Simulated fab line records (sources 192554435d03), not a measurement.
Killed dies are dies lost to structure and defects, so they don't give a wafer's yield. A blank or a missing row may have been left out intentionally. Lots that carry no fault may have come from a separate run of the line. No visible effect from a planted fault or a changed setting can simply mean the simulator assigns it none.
fab line records + flow n5-finfet
record
- lots=7
- wafers=19
- last-day=20
route steps=1938 shown BEOL_M11@1582
lots that met no fault: taken from a fault-free run of the same line
start-h: the number of hours between the record's first day and the start of the first shown wafer of the lot + wait-h: how many hours have passed since the lot's step before this one + " repeats the value in the row above + L1.1+2: a single row standing in for several wafers + - no value present, or no start provided + * or withheld: withheld + < > ~ a bound
route shown NAME@n: NAME is a module with steps in the file, n the number in the route of the first one + usual: the fault-free wafers' mean and standard deviation + same: alike in all rows + chamber/n: place in a boat + sites: each site's reading + _std_site: how widely they spread, as a standard deviation + _edge_site: the outer-site mean with the inner-site mean subtracted + radius-mm: for every site, how far away it sits from the centre of the wafer + mask NAME#n: copy n + behind: the most recent tool/chamber to have shaped the wafer + hold: why the lot was held/for how many hours/how that ended + device: the transistor (n, p or np) that didn't switch + end of line: the same wafers' tests at the end of the route + a step with no rows: only its recipe + killed: at the first sort, the dies lost to defects and structure; wafer yield is something else + map: the dies of a wafer, with x for killed, . for not killed, _ for no die there
set.NAME: setting as actually run; set.NAME@STEP: the setting as run at that earlier step + model.NAME: the simulator's own value behind a step, which no gauge read
a table for each step, a row for each wafer; lots at some steps of the route
services: from which hour (start-h, from the record's first day; less than 0 if before it) a tool's chamber was out of use, for how many hours, and why
## steps
# step N5_BEOL_M11_HM_STRIP_39
# recipe
- chemistry=peroxide-tin-strip
- material=TiN
- target-depth-a=250
- temp-c=50
- time-s=158
# step N5_BEOL_M11_SRD_40
# recipe
- time-s=30
- temp-c=23
- rinse-liquid=diw
- dry=ipa-marangoni
# step N5_BEOL_M11_PRECLEAN_42
# recipe
- chemistry=residue-remover
- time-s=60
- temp-c=40
# step N5_BEOL_M11_SRD_43
# recipe
- time-s=30
- temp-c=23
- rinse-liquid=diw
- dry=ipa-marangoni
# step N5_BEOL_M11_CD_MEAS_35
# recipe
- target-cd-nm=70
- polarity=opening
# usual
- cd-nm=69.9/0.56
| lot.wafer | tool      | chamber | start-h | wait-h | cd-nm |
|-----------|-----------|---------|---------|--------|-------|
| L151.1    | cd-sem-02 | -       | 268.79  | 0.0    | 71.8  |
| L151.2    | "         | -       | "       | "      | 70.9  |
| L151.6    | "         | -       | "       | "      | 69.8  |
| L150.2    | cd-sem-03 | -       | 299.89  | 0.0    | 70.3  |
| L150.3    | "         | -       | "       | "      | 70.1  |
| L150.6    | "         | -       | "       | "      | 69.6  |
| L161.5    | cd-sem-02 | -       | 342.09  | 0.0    | 70.2  |
| L161.6    | "         | -       | "       | "      | 70.2  |
| L160.2    | cd-sem-03 | -       | 349.90  | 0.0    | 69.8  |
| L160.4    | "         | -       | "       | "      | 69.9  |
| L160.5    | "         | -       | "       | "      | 69.9  |
| L162.2    | cd-sem-03 | -       | 351.09  | 0.0    | 70.9  |
| L162.6    | "         | -       | "       | "      | 69.7  |
| L170.4    | cd-sem-03 | -       | 416.78  | 0.0    | 70.5  |
| L170.5    | "         | -       | "       | "      | 69.6  |
| L170.6    | "         | -       | "       | "      | 69.6  |
| L172.1    | cd-sem-02 | -       | 437.50  | 0.0    | 70.0  |
| L172.2    | "         | -       | "       | "      | 70.0  |
| L172.4    | "         | -       | "       | "      | 69.4  |
# step N5_BEOL_M11_CURE_72
# recipe
- temp-c=370
- time-s=120
- ambient=DMADMS/He
- material=SiCOH_lowk
# usual
- lamp-power-pct=52.31/0.055
- wafer_temp_C_max=371.6/0.55
| lot.wafer | tool       | chamber | start-h | wait-h | lamp-power-pct | wafer_temp_C_max |
|-----------|------------|---------|---------|--------|----------------|------------------|
| L151.1    | uv-cure-01 | 0       | 268.83  | 0.0    | 52.28          | 371.4            |
| L151.2    | "          | 0       | "       | "      | 52.29          | 371.3            |
| L151.6    | "          | 0       | "       | "      | 52.25          | 371.2            |
| L150.2    | uv-cure-01 | 2       | 300.12  | 0.2    | 52.23          | 371.2            |
| L150.3    | "          | 2       | "       | "      | 52.39          | 371.7            |
| L150.6    | "          | 2       | "       | "      | 52.44          | 371.4            |
| L161.5    | uv-cure-02 | 0       | 342.50  | 0.4    | 52.26          | 371.0            |
| L161.6    | "          | 0       | "       | "      | 52.26          | 371.1            |
| L162.2    | uv-cure-02 | 2       | 353.49  | 2.4    | 52.33          | 371.9            |
| L162.6    | "          | 2       | "       | "      | 52.32          | 371.9            |
| L160.2    | uv-cure-03 | 1       | 353.49  | 3.6    | 52.33          | 371.1            |
| L160.4    | "          | 1       | "       | "      | 52.32          | 371.8            |
| L160.5    | "          | 1       | "       | "      | 52.32          | 371.7            |
| L170.4    | uv-cure-02 | 0       | 417.34  | 0.6    | 52.34          | 371.4            |
| L170.5    | "          | 0       | "       | "      | 52.35          | 372.2            |
| L170.6    | "          | 0       | "       | "      | 52.22          | 372.1            |
| L172.1    | uv-cure-01 | 2       | 437.54  | 0.0    | 52.31          | 371.0            |
| L172.2    | "          | 2       | "       | "      | 52.41          | 371.2            |
| L172.4    | "          | 2       | "       | "      | 52.33          | 371.1            |
# step N5_BEOL_M11_DEGAS_44
# recipe
- ambient=vacuum
- temp-c=250
- time-s=60
# usual
- heater-power-w=333/44
| lot.wafer | tool           | chamber | start-h | wait-h | heater-power-w |
|-----------|----------------|---------|---------|--------|----------------|
| L151.1    | pvd-sputter-01 | -       | 269.78  | 0.9    | 322            |
| L151.2    | "              | -       | "       | "      | 345            |
| L151.6    | "              | -       | "       | "      | 313            |
| L150.2    | pvd-sputter-03 | -       | 300.46  | 0.3    | 426            |
| L150.3    | "              | -       | "       | "      | 317            |
| L150.6    | "              | -       | "       | "      | 320            |
| L161.5    | pvd-sputter-03 | -       | 343.14  | 0.6    | 269            |
| L161.6    | "              | -       | "       | "      | 435            |
| L162.2    | pvd-sputter-02 | -       | 353.76  | 0.2    | 356            |
| L162.6    | "              | -       | "       | "      | 290            |
| L160.2    | pvd-sputter-02 | -       | 354.01  | 0.4    | 298            |
| L160.4    | "              | -       | "       | "      | 412            |
| L160.5    | "              | -       | "       | "      | 353            |
| L170.4    | pvd-sputter-01 | -       | 417.58  | 0.2    | 320            |
| L170.5    | "              | -       | "       | "      | 359            |
| L170.6    | "              | -       | "       | "      | 323            |
| L172.1    | pvd-sputter-02 | -       | 438.51  | 0.9    | 439            |
| L172.2    | "              | -       | "       | "      | 295            |
| L172.4    | "              | -       | "       | "      | 364            |
# step N5_BEOL_M11_PRE_CLEAN_45
# recipe
- gas=H2/He
- time-s=30
- temp-c=250
# usual
- heater-power-w=333/44
| lot.wafer | tool           | chamber | start-h | wait-h | heater-power-w |
|-----------|----------------|---------|---------|--------|----------------|
| L151.1    | pvd-sputter-01 | -       | 269.82  | 0.0    | 325            |
| L151.2    | "              | -       | "       | "      | 361            |
| L151.6    | "              | -       | "       | "      | 320            |
| L150.2    | pvd-sputter-03 | -       | 300.50  | 0.0    | 426            |
| L150.3    | "              | -       | "       | "      | 321            |
| L150.6    | "              | -       | "       | "      | 314            |
| L161.5    | pvd-sputter-03 | -       | 343.18  | 0.0    | 291            |
| L161.6    | "              | -       | "       | "      | 426            |
| L162.2    | pvd-sputter-02 | -       | 353.80  | 0.0    | 362            |
| L162.6    | "              | -       | "       | "      | 301            |
| L160.2    | pvd-sputter-02 | -       | 354.05  | 0.0    | 299            |
| L160.4    | "              | -       | "       | "      | 446            |
| L160.5    | "              | -       | "       | "      | 352            |
| L170.4    | pvd-sputter-01 | -       | 417.62  | 0.0    | 316            |
| L170.5    | "              | -       | "       | "      | 359            |
| L170.6    | "              | -       | "       | "      | 326            |
| L172.1    | pvd-sputter-02 | -       | 438.55  | 0.0    | 436            |
| L172.2    | "              | -       | "       | "      | 299            |
| L172.4    | "              | -       | "       | "      | 354            |
# step N5_BEOL_M11_ALD_74
# recipe
- material=TaN
- target-thk-a=20
- temp-c=275
- ald-precursor-family=PDMAT
- ald-co-reactant=NH3
- pressure-torr=3
- carrier-flow-sccm=1500
- pulse-time-s=2
- purge-time-s=3
- co-reactant-purge-time-s=2
- co-reactant-pulse-time-s=3
- ald-cycles=40
- precursor-vessel-temp-c=75
- precursor-vessel-pressure-torr=26.25
- precursor-vessel-carrier-sccm=1000
# usual
- heater-power-w=421/51
- precursor-vessel-carrier-sccm=1000.0/2.9
| lot.wafer | tool         | chamber | start-h | wait-h | heater-power-w | precursor-vessel-carrier-sccm |
|-----------|--------------|---------|---------|--------|----------------|-------------------------------|
| L151.1    | ald-metal-02 | 1       | 269.89  | 0.1    | 381            | 999.1                         |
| L151.2    | "            | 2       | "       | "      | 405            | 1001.3                        |
| L151.6    | "            | 0       | "       | "      | 507            | 1000.5                        |
| L150.2    | ald-metal-02 | 0       | 300.56  | 0.0    | 505            | 998.7                         |
| L150.3    | "            | 3       | "       | "      | 429            | 998.9                         |
| L150.6    | "            | 0       | "       | "      | 502            | 1001.0                        |
| L161.5    | ald-metal-03 | 0       | 343.35  | 0.2    | 404            | 1000.9                        |
| L161.6    | "            | 3       | "       | "      | 454            | 1001.9                        |
| L162.2    | ald-metal-04 | 0       | 353.86  | 0.0    | 476            | 992.4                         |
| L162.6    | "            | 0       | "       | "      | 475            | 994.8                         |
| L160.2    | ald-metal-03 | 2       | 354.11  | 0.0    | 328            | 999.6                         |
| L160.4    | "            | 3       | "       | "      | 469            | 1001.3                        |
| L160.5    | "            | 3       | "       | "      | 451            | 1003.6                        |
| L170.4    | ald-metal-03 | 1       | 417.78  | 0.1    | 470            | 1000.6                        |
| L170.5    | "            | 2       | "       | "      | 331            | 999.4                         |
| L170.6    | "            | 3       | "       | "      | 458            | 1001.1                        |
| L172.1    | ald-metal-02 | 2       | 438.74  | 0.2    | 406            | 993.2                         |
| L172.2    | "            | 1       | "       | "      | 377            | 1002.4                        |
| L172.4    | "            | 3       | "       | "      | 417            | 1003.2                        |
# step N5_BEOL_M11_SURFACE_TREAT_76
# recipe
- gas=Ar
- time-s=*
- ion-energy-ev=*
- ion-current-ma-cm2=0.5
- pressure-mtorr=*
- ar-flow-sccm=30
# usual
- throttle-valve-pct=*
| lot.wafer | tool           | chamber | start-h | wait-h | throttle-valve-pct |
|-----------|----------------|---------|---------|--------|--------------------|
| L151.1    | pvd-sputter-01 | -       | 270.22  | 0.2    | *                  |
| L151.2    | "              | -       | "       | "      | *                  |
| L151.6    | "              | -       | "       | "      | *                  |
| L150.2    | pvd-sputter-01 | -       | 300.94  | 0.2    | *                  |
| L150.3    | "              | -       | "       | "      | *                  |
| L150.6    | "              | -       | "       | "      | *                  |
| L161.5    | pvd-sputter-01 | -       | 343.61  | 0.1    | *                  |
| L161.6    | "              | -       | "       | "      | *                  |
| L162.2    | pvd-sputter-02 | -       | 354.17  | 0.2    | *                  |
| L162.6    | "              | -       | "       | "      | *                  |
| L160.2    | pvd-sputter-03 | -       | 354.40  | 0.2    | *                  |
| L160.4    | "              | -       | "       | "      | *                  |
| L160.5    | "              | -       | "       | "      | *                  |
| L170.4    | pvd-sputter-01 | -       | 418.10  | 0.2    | *                  |
| L170.5    | "              | -       | "       | "      | *                  |
| L170.6    | "              | -       | "       | "      | *                  |
| L172.1    | pvd-sputter-02 | -       | 439.11  | 0.2    | *                  |
| L172.2    | "              | -       | "       | "      | *                  |
| L172.4    | "              | -       | "       | "      | *                  |
# step N5_BEOL_M11_CVD_75
# recipe
- material=Co
- target-thk-a=20
- temp-c=withheld
- precursor=CCTBA/H2
- pressure-torr=30
- time-s=138.9
# step N5_BEOL_M11_SPUTTER_48
# recipe
- material=Cu
- target-thk-a=120
- temp-c=-20
- bias-v=60
- power-w=26000
- chamber-pressure-pa=0.13
- time-s=2
# step N5_BEOL_M11_ECD_50
# recipe
- material=Cu
- target-thk-a=3180
| lot.wafer | tool      | chamber | start-h | wait-h | model.Cu_of_BEOL_M11_ECD_50.thk-nm |
|-----------|-----------|---------|---------|--------|------------------------------------|
| L151.1    | ecd-cu-01 | 0       | 270.73  | 0.1    | 309.8                              |
| L151.2    | "         | 1       | "       | "      | 316.4                              |
| L151.6    | "         | 0       | "       | "      | 307.6                              |
| L150.2    | ecd-cu-02 | 0       | 301.32  | 0.1    | 318.6                              |
| L150.3    | "         | 0       | "       | "      | 319.8                              |
| L150.6    | "         | 0       | "       | "      | 319.2                              |
| L161.5    | ecd-cu-01 | 0       | 344.23  | 0.1    | 317.4                              |
| L161.6    | "         | 1       | "       | "      | 188.6                              |
| L162.2    | ecd-cu-01 | 0       | 354.48  | 0.1    | 191.2                              |
| L162.6    | "         | 1       | "       | "      | 191.4                              |
| L160.2    | ecd-cu-01 | 0       | 354.74  | 0.1    | 189.6                              |
| L160.4    | "         | 0       | "       | "      | 315.8                              |
| L160.5    | "         | 0       | "       | "      | 312.4                              |
| L170.4    | ecd-cu-01 | 1       | 418.65  | 0.1    | 318                                |
| L170.5    | "         | 0       | "       | "      | 324.4                              |
| L170.6    | "         | 1       | "       | "      | 318.2                              |
| L172.1    | ecd-cu-01 | 0       | 439.51  | 0.1    | 319.2                              |
| L172.2    | "         | 1       | "       | "      | 318.6                              |
| L172.4    | "         | 1       | "       | "      | 314.2                              |
# step N5_BEOL_M11_ANNEAL_51
# recipe
- temp-c=225
- time-s=90
- ambient=N2
# step N5_BEOL_M11_CMP_52
# recipe
- stop-on=SiCOH_lowk
- t-overpolish-s=7
- down-force-psi=1
- platen-rpm=50
- clearing-platen-down-force-psi=1.5
- clearing-platen-rpm=50
- post-cmp-clean=cu-alkaline
- target-thk-nm=140
- clearing-platen-pad-velocity-m-s=0.99484
- pad-velocity-m-s=0.99484
# usual
- head-pressure-psi=0.9998/0.0022
- motor-current-A=6.3/0.75
- pad-life-wafers=1229/700
- retaining-ring-pressure-frac=1.000/0.005
- time-to-endpoint-s=66.6/2.9
| lot.wafer | tool   | chamber | start-h | wait-h | head-pressure-psi | motor-current-A | pad-life-wafers | retaining-ring-pressure-frac | time-to-endpoint-s |
|-----------|--------|---------|---------|--------|-------------------|-----------------|-----------------|------------------------------|--------------------|
| L151.2    | cmp-01 | 0       | 271.18  | 0.2    | 1.0019            | 7.0             | 1717            | 1.005                        | 61.0               |
| L151.1    | "      | 1       | "       | "      | 1.0025            | 5.2             | 1718            | 1.002                        | 60.2               |
| L151.6    | "      | 3       | "       | "      | 0.9979            | 5.8             | -               | 0.999                        | 61.0               |
| L150.3    | cmp-03 | 1       | 301.74  | 0.2    | 1.0004            | 5.6             | 1710            | 0.993                        | 68.1               |
| L150.2    | "      | 3       | "       | "      | 1.0011            | 5.9             | 1712            | 1.004                        | 67.6               |
| L150.6    | "      | 2       | "       | "      | 1.0005            | 5.6             | -               | 1.000                        | 66.3               |
| L161.5    | cmp-02 | 3       | 345.20  | 0.2    | 0.9972            | 7.2             | -               | 0.998                        | 70.8               |
| L161.6    | "      | 0       | "       | "      | 0.9958            | 7.4             | -               | 1.006                        | 45.1               |
| L162.2    | cmp-03 | 2       | 355.32  | 0.2    | 0.9996            | 5.7             | 2065            | 1.004                        | 40.0               |
| L162.6    | "      | 2       | "       | "      | 1.0014            | 5.7             | -               | 1.009                        | 39.3               |
| L160.4    | cmp-02 | 2       | 355.59  | 0.2    | 1.0025            | 6.2             | 1699            | 0.996                        | 64.8               |
| L160.2    | "      | 0       | "       | "      | 1.0010            | 7.7             | 1701            | 1.005                        | 38.7               |
| L160.5    | "      | 1       | "       | "      | 0.9989            | 6.1             | -               | 0.995                        | 63.8               |
| L170.4    | cmp-02 | 2       | 419.14  | 0.2    | 0.9980            | 6.5             | 87              | 1.001                        | 67.9               |
| L170.6    | "      | 3       | "       | "      | 0.9987            | 7.1             | -               | 0.995                        | 66.8               |
| L170.5    | "      | 0       | "       | "      | 1.0019            | 7.3             | -               | 1.001                        | 68.4               |
| L172.1    | cmp-01 | 0       | 439.92  | 0.3    | 0.9994            | 7.2             | 918             | 0.998                        | 68.6               |
| L172.2    | "      | 1       | "       | "      | 0.9972            | 5.2             | 919             | 0.998                        | 68.6               |
| L172.4    | "      | 2       | "       | "      | 1.0024            | 7.3             | 920             | 0.995                        | 71.7               |
# step N5_BEOL_M11_THK_MEAS_53
# recipe
- thk-meas-gauge=xrf
- reads=Cu_of_BEOL_M11_ECD_50
# usual
- M11_THK=139.5/2.9
| lot.wafer | tool          | chamber | start-h | wait-h | M11_THK[nm] |
|-----------|---------------|---------|---------|--------|-------------|
| L151.1    | film-metro-02 | -       | 271.43  | -      | 133.5       |
| L151.2    | "             | -       | "       | "      | 138.7       |
| L151.6    | "             | -       | "       | "      | 140.8       |
| L150.2    | film-metro-01 | -       | 302.03  | -      | 140.3       |
| L150.3    | "             | -       | "       | "      | 139.4       |
| L150.6    | "             | -       | "       | "      | 142.2       |
| L161.5    | film-metro-01 | -       | 345.35  | -      | 145.0       |
| L161.6    | "             | -       | "       | "      | 139.3       |
| L162.2    | film-metro-01 | -       | 355.58  | -      | 137.7       |
| L162.6    | "             | -       | "       | "      | 140.5       |
| L160.2    | film-metro-02 | -       | 355.85  | -      | 143.6       |
| L160.4    | "             | -       | "       | "      | 137.9       |
| L160.5    | "             | -       | "       | "      | 143.4       |
| L170.4    | film-metro-02 | -       | 419.33  | -      | 144.5       |
| L170.5    | "             | -       | "       | "      | 137.7       |
| L170.6    | "             | -       | "       | "      | 136.9       |
| L172.1    | film-metro-01 | -       | 440.21  | -      | 138.5       |
| L172.2    | "             | -       | "       | "      | 145.5       |
| L172.4    | "             | -       | "       | "      | 138.7       |
## services
| tool           | chamber | start-h | hours | kind   |
|----------------|---------|---------|-------|--------|
| cmp-01         | -       | 249.49  | 1.0   | repair |
| uv-cure-01     | -       | 269.51  | 7.6   | repair |
| ald-metal-03   | -       | 280.48  | 0.8   | repair |
| uv-cure-01     | -       | 284.05  | 2.1   | pm     |
| uv-cure-02     | -       | 290.74  | 1.0   | pm     |
| uv-cure-02     | -       | 298.68  | 10.4  | repair |
| ald-metal-02   | -       | 299.15  | 0.8   | repair |
| cmp-02         | -       | 301.97  | 3.8   | pm     |
| cmp-01         | -       | 316.18  | 0.9   | repair |
| ald-metal-02   | 2       | 336.92  | 11.1  | repair |
| uv-cure-01     | -       | 346.03  | 14.6  | pm     |
| ald-metal-03   | 1       | 356.26  | 53.9  | repair |
| uv-cure-01     | -       | 370.22  | 2.8   | pm     |
| pvd-sputter-01 | -       | 376.86  | 2.8   | repair |
| ecd-cu-01      | -       | 383.27  | 5.5   | pm     |
| ald-metal-03   | 3       | 392.43  | 2.3   | repair |
| cmp-02         | -       | 395.86  | 1.0   | repair |
| cmp-02         | -       | 398.48  | 3.4   | repair |
| uv-cure-01     | -       | 401.83  | 7.5   | pm     |
| cmp-02         | -       | 402.61  | 4.0   | pm     |
| uv-cure-02     | -       | 404.77  | 9.8   | repair |
| uv-cure-02     | -       | 414.58  | 2.1   | pm     |
| ald-metal-02   | 2       | 429.50  | 3.8   | repair |
| pvd-sputter-03 | -       | 434.03  | 2.5   | repair |
## key
first-sign
- step=N5_BEOL_M11_CMP_52
- reading=time-to-endpoint-s
- direction=down
- sigmas=9
- usual=*
- struck=*
effect none on later readings
model-effect
- step=N5_BEOL_M11_ECD_50
- value=Cu_of_BEOL_M11_ECD_50.thk-nm
- without=317
- struck=190.2
met-at N5_BEOL_M11_ECD_50
struck-wafers L160.2,L161.6,L162.2,L162.6
onset-between 270.73 344.23
fault
- kind=process-parameter-drift
- tool=ecd-cu-01
- chamber=-
- onset-h=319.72
- steps=N5_BEOL_M11_ECD_50
- channel=target-thk-a
- offset=*
- shape=step
- end-h=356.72
- scope=struck-wafers-only
- acts-in=*
- stated=*
